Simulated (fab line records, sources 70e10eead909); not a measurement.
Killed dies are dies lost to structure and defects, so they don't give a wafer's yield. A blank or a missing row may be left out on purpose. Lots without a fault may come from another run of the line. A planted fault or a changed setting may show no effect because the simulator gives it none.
Which tool did it? | flow nand_harc | 23 lots, 69 wafers sampled, at 6 steps of a route of 1159

WHAT THE GAUGES READ, wafer by wafer
The record holds no reading of a measuring or inspecting step that can be judged against a usual standard deviation.

WHICH TOOL RAN EACH LOT (tool, then ch and the chambers of the sampled wafers, then the start)
lot  | NHARC_A_CHANNEL_FILL_D1_ALD_14   | NHARC_A_CHANNEL_FILL_D1_STRIP_28   | NHARC_A_STAIRCASE_TRIM_187         | NHARC_A_STAIRCASE_ETCH_188     | NHARC_A_STAIRCASE_TRIM_189     | NHARC_A_STAIRCASE_TRIM_231
L074 | ald_hk-03 ch 1,2,3, day 8 23:22  | rie_diel-03 ch 0,2,3, day 9 19:43  | rie_diel-07 ch 0,1,3, day 11 02:34 | rie_diel-07 ch 0,2, no start   | rie_diel-07 ch 1,2,3, no start | rie_diel-12 ch 0,2,3, no start
L076 | ald_hk-04 ch 0,2,3, day 9 07:07  | rie_diel-02 ch 0,1,3, day 10 03:02 | rie_diel-11 ch 0,2,3, day 11 10:29 | rie_diel-11 ch 0,2, no start   | rie_diel-11 ch 0,1, no start   | rie_diel-07 ch 1,2,3, no start
L075 | ald_hk-04 ch 0,2, day 9 07:15    | rie_diel-02 ch 1,2,3, day 10 03:04 | rie_diel-07 ch 0,2, day 11 11:25   | rie_diel-07 ch 1,3, no start   | rie_diel-07 ch 2,3, no start   | rie_diel-11 ch 1,2, no start
L077 | ald_hk-03 ch 1,2, day 9 22:08    | rie_diel-03 ch 0,1,3, day 10 15:23 | rie_diel-07 ch 2,3, day 11 22:13   | rie_diel-07 ch 0,3, no start   | rie_diel-07 ch 0,1, no start   | rie_diel-07 ch 0,3, no start
L078 | ald_hk-01 ch 1,2,3, day 9 22:08  | rie_diel-02 ch 0,2,3, day 10 15:22 | rie_diel-07 ch 0,1, day 11 23:22   | rie_diel-07 ch 1,2,3, no start | rie_diel-07 ch 0,1,2, no start | rie_diel-07 ch 1,2, no start
L079 | ald_hk-01 ch 0,1,2, day 10 02:38 | rie_diel-13 ch 1,2,3, day 10 19:55 | rie_diel-12 ch 0,2,3, day 12 03:48 | rie_diel-12 ch 0,2,3, no start | rie_diel-12 ch 0,1,3, no start | rie_diel-12 ch 0,2,3, no start
L080 | ald_hk-04 ch 0,1, day 10 18:23   | rie_diel-03 ch 0,2,3, day 11 11:22 | rie_diel-07 ch 0,2, day 12 18:14   | rie_diel-07 ch 0,1, no start   | rie_diel-07 ch 0,1,3, no start | rie_diel-11 ch 0,3, no start
L082 | ald_hk-03 ch 1,2,3, day 10 18:28 | rie_diel-13 ch 0,1, day 11 11:26   | rie_diel-07 ch 0,1,2, day 12 18:04 | rie_diel-07 ch 1,2,3, no start | rie_diel-07 ch 0,2,3, no start | rie_diel-12 ch 0,1,2, no start
L083 | ald_hk-01 ch 0,1,3, day 11 05:25 | rie_diel-02 ch 2,3, day 11 23:14   | rie_diel-12 ch 1,3, day 13 06:04   | rie_diel-12 ch 1,3, no start   | rie_diel-12 ch 0,1,3, no start | rie_diel-12 ch 0,2, no start
L081 | ald_hk-01 ch 1,2,3, day 11 05:42 | rie_diel-03 ch 2,3, day 11 23:13   | rie_diel-11 ch 0,1,3, day 13 06:18 | rie_diel-11 ch 0,1,2, no start | rie_diel-11 ch 0,1,2, no start | rie_diel-07 ch 0,1,2, no start
L084 | ald_hk-01 ch 1,3, day 11 12:50   | rie_diel-03 ch 0,1,3, day 12 06:03 | rie_diel-12 ch 0,1,3, day 13 16:33 | rie_diel-12 ch 0,2,3, no start | rie_diel-12 ch 2,3, no start   | rie_diel-11 ch 0,1,2, no start
L086 | ald_hk-04 ch 1,2,3, day 11 23:04 | rie_diel-02 ch 0,2,3, day 12 17:04 | rie_diel-11 ch 0,1,2, day 14 04:58 | rie_diel-11 ch 0,1,2, no start | rie_diel-11 ch 0,1,2, no start | rie_diel-12 ch 1,2,3, no start
L087 | ald_hk-01 ch 0,2, day 11 23:09   | rie_diel-03 ch 1,2,3, day 12 17:05 | rie_diel-11 ch 0,3, day 14 05:11   | rie_diel-11 ch 0,1,3, no start | rie_diel-11 ch 0,1,2, no start | rie_diel-12 ch 0,1,2, no start
L089 | ald_hk-03 ch 0,2, day 12 15:03   | rie_diel-13 ch 2,3, day 13 08:18   | rie_diel-12 ch 0,1,2, day 14 15:53 | rie_diel-12 ch 0,1,2, no start | rie_diel-12 ch 0,1,3, no start | rie_diel-11 ch 0,2,3, no start
L088 | ald_hk-03 ch 0,1,3, day 12 15:21 | rie_diel-03 ch 0,1,3, day 13 08:17 | rie_diel-07 ch 1,3, day 14 16:11   | rie_diel-07 ch 0,2,3, no start | rie_diel-07 ch 0,1,2, no start | rie_diel-12 ch 0,1,3, no start
L090 | ald_hk-04 ch 0,3, day 12 23:34   | rie_diel-03 ch 0,2,3, day 13 16:43 | rie_diel-11 ch 0,1, day 14 23:23   | rie_diel-11 ch 1,2, no start   | rie_diel-11 ch 0,1,3, no start | rie_diel-11 ch 1,2, no start
L091 | ald_hk-03 ch 2,3, day 13 06:32   | rie_diel-02 ch 0,2,3, day 13 23:32 | rie_diel-11 ch 0,3, day 15 05:32   | rie_diel-11 ch 0,1,3, no start | rie_diel-11 ch 0,3, no start   | rie_diel-12 ch 0,1,2, no start
L094 | ald_hk-03 ch 0,1, day 13 12:27   | rie_diel-13 ch 0,1,3, day 14 05:55 | rie_diel-12 ch 0,1,2, day 15 13:19 | rie_diel-12 ch 0,1,2, no start | rie_diel-12 ch 0,1,3, no start | rie_diel-07 ch 0,2,3, no start
L093 | ald_hk-03 ch 0,3, day 13 23:39   | rie_diel-13 ch 2,3, day 14 16:58   | rie_diel-12 ch 0,1,2, day 16 03:52 | rie_diel-12 ch 0,3, no start   | rie_diel-12 ch 0,1,3, no start | rie_diel-07 ch 1,2, no start
L092 | ald_hk-04 ch 0,3, day 13 23:40   | rie_diel-03 ch 0,1,2, day 14 16:55 | rie_diel-11 ch 0,2,3, day 15 23:22 | rie_diel-11 ch 0,2, no start   | rie_diel-11 ch 0,2,3, no start | rie_diel-12 ch 1,2, no start
L095 | ald_hk-04 ch 0,1,3, day 14 02:06 | rie_diel-03 ch 0,1,3, day 14 16:57 | rie_diel-07 ch 0,2,3, day 15 23:32 | rie_diel-07 ch 0,1,2, no start | rie_diel-07 ch 1,2,3, no start | rie_diel-07 ch 1,2,3, no start
L096 | ald_hk-04 ch 1,2,3, day 14 08:23 | rie_diel-03 ch 1,2,3, day 15 01:28 | rie_diel-12 ch 0,1,3, day 16 13:27 | rie_diel-12 ch 1,2,3, no start | rie_diel-12 ch 0,1, no start   | rie_diel-11 ch 2,3, no start
L097 | ald_hk-04 ch 1,2,3, day 15 00:58 | rie_diel-02 ch 0,2, day 15 21:59   | rie_diel-11 ch 0,1, day 17 10:14   | rie_diel-11 ch 0,1, no start   | rie_diel-11 ch 0,2, no start   | rie_diel-07 ch 1,2, no start
- NHARC_A_CHANNEL_FILL_D1_ALD_14: deposits SiO2, target thk 2.5 nm, pulse time 10 s, ald cycles 25.
- NHARC_A_CHANNEL_FILL_D1_STRIP_28: strips in O2, time 20 s.
- NHARC_A_STAIRCASE_TRIM_187: chemistry O2, time 211.2 s.
- NHARC_A_STAIRCASE_ETCH_188: etches the open film in C4F8/O2, target depth 100 nm, time 40.5 s.
- NHARC_A_STAIRCASE_TRIM_189: chemistry O2, time 211.2 s.
- NHARC_A_STAIRCASE_TRIM_231: chemistry O2, time 211.2 s.

WHAT THE TOOLS THEMSELVES READ (means of the sampled wafers that have a number; where no wafer has one, the mark that the record gives instead)
NHARC_A_CHANNEL_FILL_D1_ALD_14.
lot  | tool      | heater_power_w (W) | precursor_pulse_height_rel
L074 | ald_hk-03 | 444                | 1.015
L076 | ald_hk-04 | 480                | 0.998
L075 | ald_hk-04 | 446                | 0.987
L077 | ald_hk-03 | 410                | 1.008
L078 | ald_hk-01 | 463                | 1.017
L079 | ald_hk-01 | 454                | 1.003
L080 | ald_hk-04 | 457                | 1.005
L082 | ald_hk-03 | 446                | 1.012
L083 | ald_hk-01 | 488                | 0.989
L081 | ald_hk-01 | 473                | 0.986
L084 | ald_hk-01 | 506                | 0.998
L086 | ald_hk-04 | 506                | 0.984
L087 | ald_hk-01 | 478                | 0.986
L089 | ald_hk-03 | 444                | 1.028
L088 | ald_hk-03 | 491                | 0.986
L090 | ald_hk-04 | 431                | 1.018
L091 | ald_hk-03 | 389                | 0.989
L094 | ald_hk-03 | 506                | 1.009
L093 | ald_hk-03 | 474                | 0.994
L092 | ald_hk-04 | 426                | 0.993
L095 | ald_hk-04 | 460                | 0.991
L096 | ald_hk-04 | 512                | 0.999
L097 | ald_hk-04 | 512                | 1.000

NHARC_A_CHANNEL_FILL_D1_STRIP_28.
lot  | tool        | drypump_motor_current_A (A) | oes_product_au (a.u.) | rf_vpp_V (V) | showerhead_plenum_p_Torr (Torr) | throttle_valve_pct (%)
L074 | rie_diel-03 | 5.9                         | 1.003                 | 57.7         | 3.47                            | 17.046
L076 | rie_diel-02 | 6.0                         | 1.005                 | 58.4         | 3.46                            | 17.032
L075 | rie_diel-02 | 5.9                         | 0.980                 | 57.5         | 3.43                            | 17.040
L077 | rie_diel-03 | 5.9                         | 1.010                 | 58.0         | 3.60                            | 17.034
L078 | rie_diel-02 | 5.7                         | 0.988                 | 57.5         | 3.47                            | 17.042
L079 | rie_diel-13 | 5.8                         | 1.002                 | 57.3         | 3.54                            | 17.032
L080 | rie_diel-03 | 5.9                         | 1.005                 | 57.3         | 3.47                            | 17.033
L082 | rie_diel-13 | 5.4                         | 0.989                 | 58.3         | 3.57                            | 17.033
L083 | rie_diel-02 | 5.6                         | 0.979                 | 57.3         | 3.43                            | 17.034
L081 | rie_diel-03 | 5.7                         | 0.994                 | 58.1         | 3.41                            | 17.031
L084 | rie_diel-03 | 5.9                         | 1.006                 | 58.1         | 3.60                            | 17.036
L086 | rie_diel-02 | 5.7                         | 0.993                 | 57.1         | 3.47                            | 17.041
L087 | rie_diel-03 | 5.7                         | 0.993                 | 57.9         | 3.54                            | 17.039
L089 | rie_diel-13 | 6.1                         | 1.008                 | 58.0         | 3.46                            | 17.037
L088 | rie_diel-03 | 5.9                         | 1.004                 | 57.8         | 3.60                            | 17.034
L090 | rie_diel-03 | 5.9                         | 1.000                 | 57.6         | 3.47                            | 17.037
L091 | rie_diel-02 | 5.7                         | 0.993                 | 57.8         | 3.47                            | 17.039
L094 | rie_diel-13 | 5.7                         | 0.990                 | 57.7         | 3.59                            | 17.042
L093 | rie_diel-13 | 6.1                         | 1.008                 | 57.7         | 3.46                            | 17.039
L092 | rie_diel-03 | 5.9                         | 1.016                 | 57.9         | 3.52                            | 17.042
L095 | rie_diel-03 | 5.9                         | 1.004                 | 57.7         | 3.60                            | 17.042
L096 | rie_diel-03 | 5.7                         | 1.000                 | 57.5         | 3.54                            | 17.039
L097 | rie_diel-02 | 5.5                         | 0.985                 | 56.9         | 3.52                            | 17.046

NHARC_A_STAIRCASE_TRIM_187.
lot  | tool        | drypump_motor_current_A (A) | oes_product_au (a.u.) | rf_vpp_V (V) | showerhead_plenum_p_Torr (Torr) | throttle_valve_pct (%)
L074 | rie_diel-07 | 5.7                         | 1.015                 | 57.9         | 3.55                            | 17.036
L076 | rie_diel-11 | 6.0                         | 1.002                 | 58.2         | 3.50                            | 17.038
L075 | rie_diel-07 | 6.2                         | 1.005                 | 57.9         | 3.60                            | 17.032
L077 | rie_diel-07 | 5.8                         | 1.012                 | 59.1         | 3.72                            | 17.041
L078 | rie_diel-07 | 6.1                         | 0.998                 | 57.8         | 3.43                            | 17.030
L079 | rie_diel-12 | 6.0                         | 1.006                 | 57.5         | 3.61                            | 17.041
L080 | rie_diel-07 | 6.5                         | 0.990                 | 58.3         | 3.50                            | 17.032
L082 | rie_diel-07 | 5.8                         | 1.002                 | 57.7         | 3.51                            | 17.039
L083 | rie_diel-12 | 6.0                         | 1.001                 | 58.5         | 3.62                            | 17.034
L081 | rie_diel-11 | 6.0                         | 1.006                 | 58.6         | 3.62                            | 17.036
L084 | rie_diel-12 | 5.9                         | 0.997                 | 57.9         | 3.58                            | 17.041
L086 | rie_diel-11 | 5.6                         | 1.006                 | 58.3         | 3.51                            | 17.031
L087 | rie_diel-11 | 6.3                         | 1.003                 | 57.5         | 3.59                            | 17.036
L089 | rie_diel-12 | 5.9                         | 1.007                 | 57.7         | 3.60                            | 17.039
L088 | rie_diel-07 | 5.3                         | 1.001                 | 57.8         | 3.65                            | 17.042
L090 | rie_diel-11 | 5.7                         | 0.995                 | 57.3         | 3.60                            | 17.034
L091 | rie_diel-11 | 6.1                         | 1.006                 | 57.8         | 3.57                            | 17.031
L094 | rie_diel-12 | 5.9                         | 0.997                 | 57.3         | 3.60                            | 17.029
L093 | rie_diel-12 | 5.9                         | 1.003                 | 57.6         | 3.60                            | 17.042
L092 | rie_diel-11 | 6.0                         | 1.006                 | 57.2         | 3.48                            | 17.028
L095 | rie_diel-07 | 6.1                         | 1.012                 | 59.2         | 3.61                            | 17.032
L096 | rie_diel-12 | 5.9                         | 1.004                 | 58.2         | 3.56                            | 17.032
L097 | rie_diel-11 | 5.7                         | 1.001                 | 58.0         | 3.59                            | 17.034

NHARC_A_STAIRCASE_ETCH_188.
lot  | tool        | oes_product_au (a.u.) | rf_vpp_V (V)
L074 | rie_diel-07 | 0.942                 | 895
L076 | rie_diel-11 | 0.934                 | 895
L075 | rie_diel-07 | 0.930                 | 896
L077 | rie_diel-07 | 0.925                 | 896
L078 | rie_diel-07 | 0.929                 | 900
L079 | rie_diel-12 | 0.949                 | 900
L080 | rie_diel-07 | 0.928                 | 892
L082 | rie_diel-07 | 0.942                 | 900
L083 | rie_diel-12 | 0.961                 | 900
L081 | rie_diel-11 | 0.955                 | 896
L084 | rie_diel-12 | 0.955                 | 899
L086 | rie_diel-11 | 0.946                 | 895
L087 | rie_diel-11 | 0.942                 | 899
L089 | rie_diel-12 | 0.936                 | 898
L088 | rie_diel-07 | 0.948                 | 899
L090 | rie_diel-11 | 0.928                 | 896
L091 | rie_diel-11 | 0.948                 | 898
L094 | rie_diel-12 | 0.949                 | 899
L093 | rie_diel-12 | 0.948                 | 896
L092 | rie_diel-11 | 0.933                 | 890
L095 | rie_diel-07 | 0.948                 | 895
L096 | rie_diel-12 | 0.935                 | 899
L097 | rie_diel-11 | 0.948                 | 900

NHARC_A_STAIRCASE_TRIM_189.
lot  | tool        | drypump_motor_current_A (A) | oes_product_au (a.u.) | rf_vpp_V (V) | showerhead_plenum_p_Torr (Torr) | throttle_valve_pct (%)
L074 | rie_diel-07 | 5.4                         | 1.007                 | 58.1         | 3.64                            | 17.033
L076 | rie_diel-11 | 5.7                         | 0.996                 | 57.4         | 3.62                            | 17.038
L075 | rie_diel-07 | 5.9                         | 1.017                 | 58.4         | 3.72                            | 17.029
L077 | rie_diel-07 | 5.4                         | 1.003                 | 57.1         | 3.43                            | 17.033
L078 | rie_diel-07 | 5.8                         | 1.007                 | 57.3         | 3.52                            | 17.040
L079 | rie_diel-12 | 5.9                         | 1.006                 | 57.0         | 3.58                            | 17.032
L080 | rie_diel-07 | 5.7                         | 1.004                 | 58.4         | 3.54                            | 17.029
L082 | rie_diel-07 | 6.1                         | 0.994                 | 57.8         | 3.62                            | 17.034
L083 | rie_diel-12 | 5.9                         | 1.002                 | 57.2         | 3.58                            | 17.036
L081 | rie_diel-11 | 5.6                         | 0.998                 | 57.8         | 3.51                            | 17.032
L084 | rie_diel-12 | 6.1                         | 0.992                 | 57.8         | 3.67                            | 17.035
L086 | rie_diel-11 | 5.6                         | 0.992                 | 57.1         | 3.50                            | 17.029
L087 | rie_diel-11 | 5.6                         | 1.006                 | 57.6         | 3.51                            | 17.042
L089 | rie_diel-12 | 5.9                         | 1.006                 | 57.5         | 3.57                            | 17.040
L088 | rie_diel-07 | 5.8                         | 1.006                 | 58.0         | 3.50                            | 17.034
L090 | rie_diel-11 | 6.0                         | 1.010                 | 57.8         | 3.61                            | 17.039
L091 | rie_diel-11 | 6.3                         | 1.004                 | 58.4         | 3.59                            | 17.023
L094 | rie_diel-12 | 5.9                         | 0.999                 | 58.5         | 3.57                            | 17.040
L093 | rie_diel-12 | 5.9                         | 1.000                 | 57.1         | 3.57                            | 17.034
L092 | rie_diel-11 | 6.0                         | 0.997                 | 57.6         | 3.48                            | 17.028
L095 | rie_diel-07 | 5.4                         | 1.009                 | 58.3         | 3.61                            | 17.033
L096 | rie_diel-12 | 5.8                         | 1.017                 | 58.4         | 3.57                            | 17.025
L097 | rie_diel-11 | 5.7                         | 1.005                 | 58.0         | 3.63                            | 17.033

NHARC_A_STAIRCASE_TRIM_231.
lot  | tool        | drypump_motor_current_A (A) | oes_product_au (a.u.) | rf_vpp_V (V) | showerhead_plenum_p_Torr (Torr) | throttle_valve_pct (%)
L074 | rie_diel-12 | 6.0                         | 1.007                 | 57.7         | 3.62                            | 17.027
L076 | rie_diel-07 | 5.4                         | 1.002                 | 58.0         | 3.63                            | 17.042
L075 | rie_diel-11 | 5.5                         | 0.996                 | 57.4         | 3.43                            | 17.046
L077 | rie_diel-07 | 5.9                         | 1.003                 | 58.2         | 3.65                            | 17.035
L078 | rie_diel-07 | 5.6                         | 1.010                 | 58.4         | 3.61                            | 17.031
L079 | rie_diel-12 | 6.0                         | 1.005                 | 58.1         | 3.61                            | 17.031
L080 | rie_diel-11 | 6.3                         | 1.007                 | 58.2         | 3.60                            | 17.035
L082 | rie_diel-12 | 5.9                         | 1.001                 | 56.9         | 3.61                            | 17.042
L083 | rie_diel-12 | 5.9                         | 1.007                 | 58.2         | 3.57                            | 17.041
L081 | rie_diel-07 | 5.8                         | 0.996                 | 58.2         | 3.51                            | 17.030
L084 | rie_diel-11 | 5.6                         | 1.011                 | 58.7         | 3.51                            | 17.033
L086 | rie_diel-12 | 6.0                         | 1.000                 | 57.8         | 3.64                            | 17.041
L087 | rie_diel-12 | 6.0                         | 0.996                 | 57.5         | 3.60                            | 17.036
L089 | rie_diel-11 | 6.0                         | 1.002                 | 57.9         | 3.48                            | 17.037
L088 | rie_diel-12 | 5.9                         | 1.012                 | 57.9         | 3.57                            | 17.044
L090 | rie_diel-11 | 5.5                         | 0.995                 | 58.1         | 3.54                            | 17.032
L091 | rie_diel-12 | 5.9                         | 1.008                 | 57.8         | 3.60                            | 17.038
L094 | rie_diel-07 | 6.1                         | 1.000                 | 58.2         | 3.61                            | 17.036
L093 | rie_diel-07 | 5.2                         | 1.014                 | 57.2         | 3.50                            | 17.033
L092 | rie_diel-12 | 6.0                         | 0.997                 | 58.0         | 3.64                            | 17.036
L095 | rie_diel-07 | 5.4                         | 0.999                 | 58.4         | 3.61                            | 17.034
L096 | rie_diel-11 | 5.9                         | 1.007                 | 57.9         | 3.74                            | 17.043
L097 | rie_diel-07 | 5.6                         | 1.001                 | 58.5         | 3.58                            | 17.034

THE ANSWER, worked out from the rows above alone
Rule: what is usual is taken from the lots themselves. Put in order of their means at a reading, lots are off if they are a third of the lots or fewer, leave a main group of 4 or more, and stand apart from it by a gap of 3 or more times the standard deviation of the main group's means; of several such gaps the widest counts. A main group whose means are all the same, to the digits that the tables above print for the reading, isn't used. A lot without any number at a reading at which 4 lots or more have one is off too. The other lots that the step has rows for count as sound. The gauges are gone through in route order, then the tools' own readings, and for those a lot's mean is taken as printed above. The first step at which some lot is off is used, and at that step the reading that is off furthest; a lot without a number counts as furthest.
No lot is off at any reading shown: from this, nothing can be told.

WHAT THE SIMULATOR HAD PUT IN
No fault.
